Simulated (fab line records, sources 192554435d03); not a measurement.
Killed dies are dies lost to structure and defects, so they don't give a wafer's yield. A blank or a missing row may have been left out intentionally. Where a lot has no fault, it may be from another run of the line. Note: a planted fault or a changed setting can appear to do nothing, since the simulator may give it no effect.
fab line records | flow n5-finfet
record: lots: 9 | wafers: 25 | last-day: 22
route steps=1938 shown BEOL_M3@967 BEOL_M4@1111 PASSIVATION@1936
lots with no fault: from the same line, run without faults
start-h: hours from the record's opening day to when the first of the lot's shown wafers began | wait-h: hours from the lot's prior step to this one | " same as the row above | L1.1+2: a single row standing in for several wafers | - value missing, or start not given | * or withheld: withheld | < > ~ a bound
route shown NAME@n: NAME is a module with steps in the file, n the number in the route of the first one | usual: mean and standard deviation over wafers with no fault | same: alike in all rows | chamber/n: place in a boat | sites: readings site by site | _std_site: their standard deviation | _edge_site: the outer-site mean with the inner-site mean subtracted | radius-mm: for every site, how far away it sits from the centre of the wafer | mask NAME#n: copy n | behind: the tool/chamber that last shaped the wafer | hold: what put the lot on hold/how long, in hours/how the hold closed | device: transistor that didn't switch, given as n, p or np | end of line: at the end of the route, the tests of the same wafers | a step without rows: its recipe alone | killed: at the first sort, the dies lost to defects and structure; wafer yield is something else | map: per-die view of a wafer (x killed, . not killed, _ where there is no die)
set.NAME: the run value of the setting; set.NAME@STEP: its run value at that earlier step | model.NAME: the simulator's own value behind a step, which no gauge read
the route's steps for a sample of lots (tables are steps, rows are wafers)
services: a tool's chamber out of use, with start hour (start-h, from the record's first day; less than 0 if before it), hours out, and reason
== steps ==
step: N5_BEOL_M3_OVL_MEAS_29
recipe: points-per-wafer: 522
usual: V2_OVL: -0.3/0.73
same: points-per-wafer: 522
lot.wafer | tool       | chamber | start-h | wait-h | V2_OVL[nm]
L474.1    | overlay-01 | 0       | 159.91  | 0.0    | 0.9
L474.3    | "          | 0       | "       | "      | 0.8
L474.5    | "          | 0       | "       | "      | 0.7
L476.4    | overlay-01 | 0       | 175.92  | 0.0    | 1.0
L476.5    | "          | 0       | "       | "      | -0.6
L476.6    | "          | 0       | "       | "      | 0.1
L478.4    | overlay-02 | 0       | 182.47  | 0.0    | -0.8
L478.5    | "          | 0       | "       | "      | -0.8
L478.6    | "          | 0       | "       | "      | -0.3
L479.1    | overlay-02 | 0       | 189.64  | 0.0    | 0.5
L479.3    | "          | 0       | "       | "      | -0.2
L479.4    | "          | 0       | "       | "      | -1.4
L487.3    | overlay-01 | 0       | 287.27  | 0.0    | -0.5
L487.6    | "          | 0       | "       | "      | -0.5
L489.1    | overlay-02 | 0       | 299.20  | 0.0    | -1.5
L489.3    | "          | 0       | "       | "      | -1.3
L494.1    | overlay-02 | 0       | 301.21  | 0.0    | -0.9
L494.5    | "          | 0       | "       | "      | 1.1
L494.6    | "          | 0       | "       | "      | -0.4
L493.1    | overlay-01 | 0       | 308.87  | 0.0    | -0.7
L493.4    | "          | 0       | "       | "      | -1.0
L493.5    | "          | 0       | "       | "      | -0.8
L496.3    | overlay-02 | 0       | 324.51  | 0.0    | -1.1
L496.4    | "          | 0       | "       | "      | -0.6
L496.6    | "          | 0       | "       | "      | -0.8
step: N5_BEOL_M3_TRENCH_ETCH_37
recipe: chemistry: C4F6/O2 | target-depth-a: 555.55 | target: SiOC | time-s: 29.2 | ion-energy-ev: 250 | pressure-mtorr: 30 | source-w: 355 | bias-w: 185 | Ar_flow_sccm: 300 | C4F6_flow_sccm: 10 | O2_flow_sccm: 10
usual: drypump-motor-current-A: 5.8/0.34 | mfc-ar-sccm: 300.0/0.86 | oes-product-au: 0.83/0.072 | rf-vpp-V: 663/8.2 | run-length-s: 52.4/0.38 | showerhead-plenum-p-Torr: 2.85/0.081 | throttle-valve-pct: 20.84/0.19
lot.wafer | tool        | chamber | start-h | wait-h | drypump-motor-current-A | mfc-ar-sccm | oes-product-au | rf-hours-counter-h | rf-vpp-V | run-length-s | showerhead-plenum-p-Torr | throttle-valve-pct
L474.1    | rie-diel-03 | 2       | 175.52  | -      | 5.9                     | 300.5       | 0.84           | 50                 | 658      | 51.8         | 2.90                     | 20.83
L474.3    | "           | 3       | "       | "      | 6.1                     | 299.5       | 0.82           | 93                 | 657      | 52.1         | 2.76                     | 20.63
L474.5    | "           | 0       | "       | "      | 6.0                     | 300.3       | 0.89           | -                  | 673      | 52.3         | 2.79                     | 20.99
L476.4    | rie-diel-01 | 1       | 187.01  | -      | 5.7                     | 299.7       | 0.71           | 239                | 659      | 52.3         | 2.70                     | 21.14
L476.5    | "           | 2       | "       | "      | 5.7                     | 298.3       | 0.81           | -                  | 672      | 52.5         | 2.88                     | 21.05
L476.6    | "           | 1       | "       | "      | 5.6                     | 299.9       | 0.71           | -                  | 658      | 52.8         | 2.70                     | 21.12
L478.4    | rie-diel-03 | 3       | 192.17  | -      | 6.2                     | 299.2       | 0.80           | 98                 | 657      | 52.2         | 2.75                     | 20.65
L478.5    | "           | 1       | "       | "      | 5.2                     | 299.9       | 0.70           | -                  | 676      | 52.7         | 2.92                     | 20.67
L478.6    | "           | 2       | "       | "      | 5.9                     | 299.9       | 0.84           | -                  | 657      | 51.9         | 2.89                     | 20.83
L479.1    | rie-diel-01 | 0       | 195.39  | -      | 5.4                     | 300.6       | 0.92           | 15                 | 659      | 53.2         | 2.80                     | 20.86
L479.3    | "           | 1       | "       | "      | 5.6                     | 302.0       | 0.71           | 242                | 661      | 52.6         | 2.69                     | 21.14
L479.4    | "           | 3       | "       | "      | 6.1                     | 298.5       | 0.90           | 33                 | 654      | 52.0         | 2.89                     | 20.65
L487.3    | rie-diel-01 | 0       | 313.63  | -      | 5.4                     | 300.3       | 0.86           | 48                 | 658      | 61.8         | 2.79                     | 20.92
L487.6    | "           | 0       | "       | "      | 5.4                     | 299.8       | 0.86           | -                  | 657      | 53.1         | 2.79                     | 20.90
L489.1    | rie-diel-01 | 3       | 330.57  | -      | 6.1                     | 299.5       | 0.85           | 69                 | 652      | 61.6         | 2.88                     | 20.71
L489.3    | "           | 1       | "       | "      | 5.6                     | 300.6       | 0.91           | 18                 | 670      | 61.3         | 3.02                     | 20.83
L494.1    | rie-diel-03 | 0       | 330.57  | -      | 6.0                     | 300.1       | 0.82           | 84                 | 672      | 52.4         | 2.77                     | 21.07
L494.5    | "           | 0       | "       | "      | 6.0                     | 299.3       | 0.82           | -                  | 671      | 52.5         | 2.77                     | 21.06
L494.6    | "           | 3       | "       | "      | 6.2                     | 298.9       | 0.76           | -                  | 655      | 52.8         | 2.73                     | 20.70
L493.1    | rie-diel-03 | 1       | 331.05  | -      | 5.2                     | 299.7       | 0.97           | 3                  | 674      | 52.5         | 2.91                     | 20.34
L493.4    | "           | 3       | "       | "      | 6.2                     | 300.8       | 0.76           | 140                | 656      | 52.1         | 2.73                     | 20.70
L493.5    | "           | 1       | "       | "      | 5.2                     | 300.0       | 0.98           | -                  | 674      | 52.8         | 2.91                     | 20.34
L496.3    | rie-diel-03 | 3       | 341.88  | -      | 6.2                     | 299.1       | 0.77           | 143                | 657      | 52.1         | 2.73                     | 20.70
L496.4    | "           | 1       | "       | "      | 5.2                     | 299.8       | 0.96           | 6                  | 674      | 52.6         | 2.91                     | 20.36
L496.6    | "           | 2       | "       | "      | 5.9                     | 299.7       | 0.79           | -                  | 656      | 51.9         | 2.87                     | 20.90
step: N5_BEOL_M3_ETCH_41
recipe: chemistry: CH3F/O2 | target: SiCN | target-depth-a: 299 | taper-deg: 2 | time-s: 52.5 | ion-energy-ev: 120 | mask-material: TiN | pressure-mtorr: 30 | source-w: 395 | bias-w: 75 | Ar_flow_sccm: 150 | CH3F_flow_sccm: 30 | O2_flow_sccm: 20
usual: drypump-motor-current-A: 5.8/0.34 | mfc-ar-sccm: 150.0/0.48 | oes-product-au: 0.83/0.071 | rf-vpp-V: 297.4/1.5 | run-length-s: 75.7/0.38 | showerhead-plenum-p-Torr: 2.00/0.06 | throttle-valve-pct: 16.28/0.18
lot.wafer | tool        | chamber | start-h | wait-h | drypump-motor-current-A | mfc-ar-sccm | oes-product-au | rf-hours-counter-h | rf-vpp-V | run-length-s | showerhead-plenum-p-Torr | throttle-valve-pct
L474.1    | rie-diel-03 | 2       | -       | -      | 5.8                     | 150.3       | 0.84           | 50                 | 298.1    | 74.9         | 2.04                     | 16.22
L474.3    | "           | 3       | "       | "      | 6.2                     | 149.8       | 0.82           | 93                 | 296.5    | 75.7         | 1.93                     | 16.11
L474.5    | "           | 0       | "       | "      | 6.0                     | 150.3       | 0.88           | -                  | 296.5    | 75.7         | 1.96                     | 16.40
L476.4    | rie-diel-01 | 1       | -       | -      | 5.6                     | 149.4       | 0.70           | 239                | 295.0    | 75.7         | 1.89                     | 16.62
L476.5    | "           | 2       | "       | "      | 5.7                     | 148.9       | 0.81           | -                  | 297.8    | 76.2         | 2.02                     | 16.48
L476.6    | "           | 1       | "       | "      | 5.6                     | 149.6       | 0.71           | -                  | 295.5    | 75.7         | 1.89                     | 16.63
L478.4    | rie-diel-03 | 3       | -       | -      | 6.2                     | 150.3       | 0.81           | 98                 | 296.2    | 75.6         | 1.93                     | 16.14
L478.5    | "           | 1       | "       | "      | 5.2                     | 150.6       | 0.70           | -                  | 299.8    | 76.3         | 2.06                     | 16.21
L478.6    | "           | 2       | "       | "      | 5.9                     | 149.2       | 0.84           | -                  | 297.0    | 75.4         | 2.03                     | 16.24
L479.1    | rie-diel-01 | 0       | -       | -      | 5.4                     | 150.2       | 0.92           | 15                 | 297.2    | 75.7         | 1.97                     | 16.25
L479.3    | "           | 1       | "       | "      | 5.6                     | 149.9       | 0.70           | 242                | 298.5    | 75.7         | 1.89                     | 16.64
L479.4    | "           | 3       | "       | "      | 6.1                     | 150.5       | 0.90           | 33                 | 297.3    | 75.7         | 2.04                     | 16.10
L487.3    | rie-diel-01 | 0       | -       | -      | 5.4                     | 149.9       | 0.86           | 48                 | 295.2    | 75.9         | 1.96                     | 16.30
L487.6    | "           | 0       | "       | "      | 5.4                     | 150.1       | 0.86           | -                  | 298.4    | 75.7         | 1.96                     | 16.32
L489.1    | rie-diel-01 | 3       | -       | -      | 6.1                     | 150.3       | 0.86           | 69                 | 296.5    | 76.1         | 2.02                     | 16.16
L489.3    | "           | 1       | "       | "      | 5.6                     | 149.5       | 0.91           | 18                 | 299.8    | 75.6         | 2.13                     | 16.22
L494.1    | rie-diel-03 | 0       | -       | -      | 6.0                     | 150.1       | 0.81           | 84                 | 295.7    | 75.5         | 1.95                     | 16.47
L494.5    | "           | 0       | "       | "      | 6.0                     | 149.8       | 0.81           | -                  | 294.8    | 75.6         | 1.95                     | 16.48
L494.6    | "           | 3       | "       | "      | 6.2                     | 150.7       | 0.77           | -                  | 295.0    | 75.6         | 1.92                     | 16.20
L493.1    | rie-diel-03 | 1       | -       | -      | 5.2                     | 149.8       | 0.98           | 3                  | 298.1    | 75.7         | 2.05                     | 15.79
L493.4    | "           | 3       | "       | "      | 6.2                     | 149.6       | 0.76           | 140                | 295.7    | 75.5         | 1.92                     | 16.20
L493.5    | "           | 1       | "       | "      | 5.2                     | 149.4       | 0.97           | -                  | 298.0    | 76.0         | 2.05                     | 15.80
L496.3    | rie-diel-03 | 3       | -       | -      | 6.1                     | 150.2       | 0.77           | 143                | 296.4    | 75.5         | 1.92                     | 16.22
L496.4    | "           | 1       | "       | "      | 5.2                     | 150.2       | 0.96           | 6                  | 298.5    | 75.7         | 2.05                     | 15.78
L496.6    | "           | 2       | "       | "      | 5.9                     | 150.2       | 0.79           | -                  | 298.0    | 75.0         | 2.02                     | 16.33
step: N5_BEOL_M3_OCD_MEAS_38
usual: trench-depth-nm: 55.8/0.83
lot.wafer | tool   | chamber | start-h | wait-h | trench-depth-nm
L474.1    | ocd-01 | -       | 175.67  | -      | 55.6
L474.3    | "      | -       | "       | "      | 55.8
L474.5    | "      | -       | "       | "      | 55.5
L476.4    | ocd-01 | -       | 187.16  | -      | 54.9
L476.5    | "      | -       | "       | "      | 55.2
L476.6    | "      | -       | "       | "      | 55.3
L478.4    | ocd-01 | -       | 192.33  | -      | 55.1
L478.5    | "      | -       | "       | "      | 55.0
L478.6    | "      | -       | "       | "      | 55.8
L479.1    | ocd-01 | -       | 195.54  | -      | 56.3
L479.3    | "      | -       | "       | "      | 55.1
L479.4    | "      | -       | "       | "      | 56.7
L487.3    | ocd-02 | -       | 313.79  | -      | 74.3
L487.6    | "      | -       | "       | "      | 56.2
L489.1    | ocd-02 | -       | 330.72  | -      | 74.5
L489.3    | "      | -       | "       | "      | 72.4
L494.1    | ocd-01 | -       | 330.72  | -      | 54.9
L494.5    | "      | -       | "       | "      | 55.6
L494.6    | "      | -       | "       | "      | 54.5
L493.1    | ocd-02 | -       | 331.21  | -      | 55.4
L493.4    | "      | -       | "       | "      | 54.2
L493.5    | "      | -       | "       | "      | 55.4
L496.3    | ocd-01 | -       | 342.04  | -      | 54.8
L496.4    | "      | -       | "       | "      | 55.5
L496.6    | "      | -       | "       | "      | 55.6
step: N5_BEOL_M3_PRE_CLEAN_45
recipe: gas: H2/He | time-s: 30 | temp-c: 250
usual: heater-power-w: 322/29
lot.wafer | tool           | chamber | start-h | wait-h | heater-power-w
L474.1    | pvd-sputter-02 | -       | 175.92  | 0.0    | 372
L474.3    | "              | -       | "       | "      | 315
L474.5    | "              | -       | "       | "      | 292
L476.4    | pvd-sputter-02 | -       | 187.69  | 0.0    | 354
L476.5    | "              | -       | "       | "      | 345
L476.6    | "              | -       | "       | "      | 283
L478.4    | pvd-sputter-02 | -       | 192.71  | 0.0    | 304
L478.5    | "              | -       | "       | "      | 294
L478.6    | "              | -       | "       | "      | 315
L479.1    | pvd-sputter-01 | -       | 196.45  | 0.0    | 341
L479.3    | "              | -       | "       | "      | 291
L479.4    | "              | -       | "       | "      | 289
L487.3    | pvd-sputter-02 | -       | 314.25  | 0.0    | 341
L487.6    | "              | -       | "       | "      | 346
L494.1    | pvd-sputter-02 | -       | 331.30  | 0.0    | 309
L494.5    | "              | -       | "       | "      | 354
L494.6    | "              | -       | "       | "      | 324
L489.1    | pvd-sputter-03 | -       | 331.34  | 0.0    | 368
L489.3    | "              | -       | "       | "      | 288
L493.1    | pvd-sputter-02 | -       | 331.54  | 0.0    | 295
L493.4    | "              | -       | "       | "      | 314
L493.5    | "              | -       | "       | "      | 296
L496.3    | pvd-sputter-02 | -       | 343.01  | 0.0    | 295
L496.4    | "              | -       | "       | "      | 314
L496.6    | "              | -       | "       | "      | 310
step: N5_BEOL_M4_RC_MEAS_101
usual: DIBL_N: 36.3/1.1 | DIBL_P: 36.3/1.4 | IOFF_N: 0.155/0.019 | IOFF_P: 0.211/0.027 | ION_N: 672/8.5 | ION_P: 462/5.8 | SS_N: 71.5/0.56 | SS_P: 73.3/0.52 | VT_N: 249.9/2.5 | VT_P: -249.8/2.8
lot.wafer | tool      | chamber | start-h | wait-h | DIBL_N[mV/V] | DIBL_P[mV/V] | IOFF_N[nA/um] | IOFF_P[nA/um] | ION_N[uA/um] | ION_P[uA/um] | SS_N[mV/dec] | SS_P[mV/dec] | VT_N[mV] | VT_P[mV]
L474.1    | prober-01 | 0       | 196.11  | 0.0    | 39.0         | 37.5         | 0.173         | 0.234         | 668          | 458          | 72.5         | 74.6         | 250.1    | -247.6
L474.3    | "         | 0       | "       | "      | 36.3         | 36.0         | 0.139         | 0.203         | 675          | 463          | 70.9         | 73.4         | 250.3    | -250.4
L474.5    | "         | 0       | "       | "      | 36.8         | 35.1         | 0.135         | 0.192         | 670          | 453          | 72.2         | 73.6         | 253.8    | -255.3
L476.4    | prober-01 | 0       | 228.86  | 0.5    | 35.6         | 36.9         | 0.152         | 0.178         | 669          | 451          | 71.1         | 73.6         | 248.7    | -253.7
L476.5    | "         | 0       | "       | "      | 34.9         | 35.4         | 0.134         | 0.170         | 670          | 456          | 71.3         | 73.3         | 249.2    | -252.4
L476.6    | "         | 0       | "       | "      | 35.7         | 35.9         | 0.153         | 0.178         | 671          | 455          | 72.0         | 73.3         | 251.5    | -253.4
L478.4    | prober-01 | 0       | 238.37  | 0.5    | 37.2         | 37.1         | 0.172         | 0.244         | 676          | 472          | 71.9         | 73.9         | 248.4    | -244.4
L478.5    | "         | 0       | "       | "      | 36.5         | 36.6         | 0.161         | 0.243         | 672          | 467          | 71.8         | 73.0         | 247.0    | -247.3
L478.6    | "         | 0       | "       | "      | 35.9         | 35.2         | 0.140         | 0.227         | 669          | 469          | 71.0         | 72.7         | 252.1    | -248.4
L479.1    | prober-01 | 0       | 250.22  | 0.0    | 36.3         | 36.4         | 0.166         | 0.199         | 684          | 462          | 71.2         | 73.6         | 248.7    | -252.6
L479.3    | "         | 0       | "       | "      | 34.8         | 33.7         | 0.135         | 0.167         | 677          | 463          | 71.3         | 72.6         | 252.9    | -251.8
L479.4    | "         | 0       | "       | "      | 36.3         | 35.6         | 0.171         | 0.199         | 691          | 465          | 71.8         | 73.6         | 248.2    | -250.2
L487.3    | prober-01 | 0       | 346.80  | 0.3    | 37.6         | 37.7         | 0.167         | 0.255         | 670          | 464          | 72.8         | 73.9         | 249.2    | -244.0
L487.6    | "         | 0       | "       | "      | 37.2         | 37.4         | 0.153         | 0.250         | 665          | 460          | 72.1         | 73.7         | 251.9    | -248.8
L494.1    | prober-02 | 0       | 390.06  | 0.0    | 36.5         | 36.4         | 0.150         | 0.210         | 676          | 466          | 71.5         | 72.9         | 250.0    | -250.0
L494.5    | "         | 0       | "       | "      | 40.0         | 40.9         | 0.228         | 0.301         | 699          | 479          | 72.5         | 74.0         | 242.9    | -244.8
L494.6    | "         | 0       | "       | "      | 37.1         | 37.2         | 0.171         | 0.236         | 677          | 471          | 71.1         | 73.1         | 246.3    | -247.0
L489.1    | prober-01 | 0       | 391.32  | 0.0    | 35.9         | 36.9         | 0.156         | 0.221         | 670          | 460          | 70.8         | 73.5         | 250.6    | -248.0
L489.3    | "         | 0       | "       | "      | 35.3         | 36.3         | 0.161         | 0.217         | 665          | 463          | 71.5         | 72.8         | 248.6    | -246.2
L493.1    | prober-02 | 0       | 391.34  | 0.0    | 36.7         | 36.8         | 0.160         | 0.218         | 677          | 467          | 71.3         | 73.0         | 248.6    | -247.3
L493.4    | "         | 0       | "       | "      | 37.0         | 37.5         | 0.168         | 0.219         | 684          | 468          | 70.9         | 72.6         | 249.9    | -248.5
L493.5    | "         | 0       | "       | "      | 35.8         | 35.6         | 0.143         | 0.199         | 665          | 463          | 71.3         | 73.0         | 249.8    | -250.6
L496.3    | prober-01 | 0       | 401.12  | 0.3    | 35.6         | 35.2         | 0.158         | 0.210         | 682          | 464          | 72.1         | 73.3         | 248.2    | -248.4
L496.4    | "         | 0       | "       | "      | 36.3         | 34.7         | 0.159         | 0.200         | 666          | 459          | 72.0         | 73.4         | 249.2    | -250.9
L496.6    | "         | 0       | "       | "      | 36.0         | 35.2         | 0.158         | 0.205         | 675          | 458          | 71.3         | 73.0         | 249.8    | -249.2
step: N5_PASSIVATION_PROBE_49
usual: defect-limited-yield: 91.4/1.2 | killed_at_M0_to_M3: 34/10 | killed_at_M4_up: 14/5.1 | killed-at-contacts: 12/6.4 | killed-at-front-end: 38/9.3 | killed-at-other: 4/3 | killed-dies: 102/15 | killed-on-rim: 13/3.6 | killed-open: 67/12 | killed-short: 33/6.9 | sort_bin_5_function: 5.0/0.86 | sort_bin_6_memory: 3.2/0.58 | sort-n-pass: 1078/15 | sort-yield-pct: 91.4/1.2
same: gross-dies: 1180 | killed-at-back-side: 0 | sort_bin_4_leakage[%]: 0 | sort_bin_8_speed[%]: 0
lot.wafer | tool      | chamber | start-h | wait-h | defect-limited-yield[%] | killed_at_M0_to_M3 | killed_at_M4_up | killed-at-contacts | killed-at-front-end | killed-at-other | killed-dies | killed-on-rim | killed-open | killed-short | sort_bin_5_function[%] | sort_bin_6_memory[%] | sort-n-pass | sort-yield-pct[%]
L487.6    | prober-02 | -       | 468.58  | 1.0    | 89.5                    | 32                 | 21              | 16                 | 48                  | 7               | 124         | 17            | 86          | 36           | 5.5                    | 4.9                  | 1056        | 89.5
killed by level:class
L487.6 MOL_CONTACT_COAG:geometric-particle:open=15 FIN_SAQP:geometric-particle:short=11 DUMMY_GATE:geometric-particle:open=9 BEOL_M0_SAQP:geometric-particle:open=8 FIN_SAQP:geometric-particle:open=7 STI_FIN_REVEAL:geometric-particle:open=7 BEOL_M3:geometric-particle:open=7 BEOL_M2:geometric-particle:open=7
== services ==
tool           | chamber | start-h | hours | kind
rie-diel-01    | 2       | 154.65  | 6.9   | repair
pvd-sputter-02 | -       | 163.68  | 5.1   | repair
rie-diel-01    | 0       | 189.86  | 5.1   | repair
rie-diel-01    | 2       | 208.89  | 1.8   | repair
rie-diel-01    | -       | 225.35  | 2.8   | pm
rie-diel-01    | 1       | 228.66  | -     | clean
rie-diel-01    | 1       | 228.66  | -     | consumable-replace:focus-ring
rie-diel-01    | 1       | 228.66  | -     | consumable-replace:showerhead
rie-diel-01    | 1       | 228.66  | 18.6  | scheduled-down
rie-diel-01    | 1       | 228.66  | 18.6  | vent-cycle
rie-diel-01    | 2       | 254.21  | 11.8  | repair
pvd-sputter-03 | -       | 273.75  | 1.9   | repair
rie-diel-03    | 1       | 291.71  | -     | clean
rie-diel-03    | 1       | 291.71  | -     | consumable-replace:focus-ring
rie-diel-03    | 1       | 291.71  | 26.1  | scheduled-down
rie-diel-03    | 1       | 291.71  | 26.1  | vent-cycle
rie-diel-01    | 0       | 323.77  | 1.3   | repair
== key ==
first-sign: step: N5_BEOL_M3_TRENCH_ETCH_37 | reading: run-length-s | direction: up | sigmas: 24 | usual: * | struck: *
effect: step: N5_BEOL_M3_OCD_MEAS_38 | reading: trench-depth-nm | direction: up | sigmas: 22 | usual: 55.8 | struck: 73.7
met-at N5_BEOL_M3_TRENCH_ETCH_37
struck-lots L487,L489
struck-wafers L487.3,L489.1,L489.3
not-acting-at N5_BEOL_M3_OVL_MEAS_29,N5_BEOL_M3_ETCH_41,N5_BEOL_M3_PRE_CLEAN_45
onset-between 195.39 313.63
fault: kind: process-parameter-drift | tool: rie-diel-01 | chamber: - | onset-h: 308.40 | steps: N5_BEOL_M3_TRENCH_ETCH_37 | channel: time-s | offset: * | shape: step | end-h: 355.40 | scope: struck-wafers-only | acts-in: * | stated: *
